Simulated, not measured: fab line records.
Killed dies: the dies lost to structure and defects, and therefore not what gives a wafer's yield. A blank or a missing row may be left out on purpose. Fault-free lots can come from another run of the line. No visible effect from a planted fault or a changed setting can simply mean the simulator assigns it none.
Chamber matching + flow n5Finfet + N5_FIN_SAQP_HM_DEP_72 on pecvd-04: 3 sister chambers
The step deposits SiO2 from SiH4/N2O, target thk 12 nm, time 7.2 s. 6 wafers are shown with their chamber, then 11 later ones without.

WAFERS WITH THEIR CHAMBER
| wafer  | chamber | heaterPowerW (W) | showerheadPlenumPTorr (Torr) |
|--------|---------|------------------|------------------------------|
| L079.4 | 2       | 899              | 8.09                         |
| L079.6 | 0       | 673              | 8.06                         |
| L081.1 | 0       | 607              | 8.02                         |
| L081.2 | 2       | 965              | 8.08                         |
| L081.3 | 1       | 838              | 8.05                         |
| L081.4 | 1       | 833              | 8.05                         |

WAFERS MISSING THEIR CHAMBER
| wafer  | heaterPowerW (W) | showerheadPlenumPTorr (Torr) |
|--------|------------------|------------------------------|
| L081.5 | 599              | 8.04                         |
| L081.6 | 971              | 8.06                         |
| L088.2 | 908              | 8.07                         |
| L088.3 | 700              | 8.03                         |
| L088.5 | 699              | 8.04                         |
| L089.1 | 677              | 8.04                         |
| L089.2 | 906              | 8.05                         |
| L089.3 | 961              | 8.07                         |
| L089.4 | 990              | 8.09                         |
| L089.5 | 896              | 8.07                         |
| L089.6 | 678              | 8.03                         |

EACH ONE'S CHAMBER
| wafer  | from the rows above     | in truth |
|--------|-------------------------|----------|
| L081.5 | 0                       | 0        |
| L081.6 | can't be placed: 2 or 1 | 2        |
| L088.2 | can't be placed: 2 or 1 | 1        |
| L088.3 | 0                       | 0        |
| L088.5 | 0                       | 0        |
| L089.1 | 0                       | 0        |
| L089.2 | can't be placed: 1 or 2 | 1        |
| L089.3 | 2                       | 2        |
| L089.4 | 2                       | 2        |
| L089.5 | can't be placed: 2 or 1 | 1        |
| L089.6 | 0                       | 0        |
Placed correctly: 7 of 11. Unplaceable from these rows: 4, with the true chamber sitting among the candidates in 4. Placed wrongly: 0.
How it was worked out, from the rows above alone: a wafer's distance from a chamber is the root of the sum, over the readings, of the square of ((its reading less the chamber's mean) divided by the reading's scatter). If the next closest chamber is less than 2 further off than the closest, the wafer can't be placed; otherwise it belongs to the closest. For every chamber, the mean is computed from those of its wafers that are shown. The scatter: the root of (the sum of the squares of (reading less its chamber's mean) over the shown wafers, divided by (wafers less chambers)).
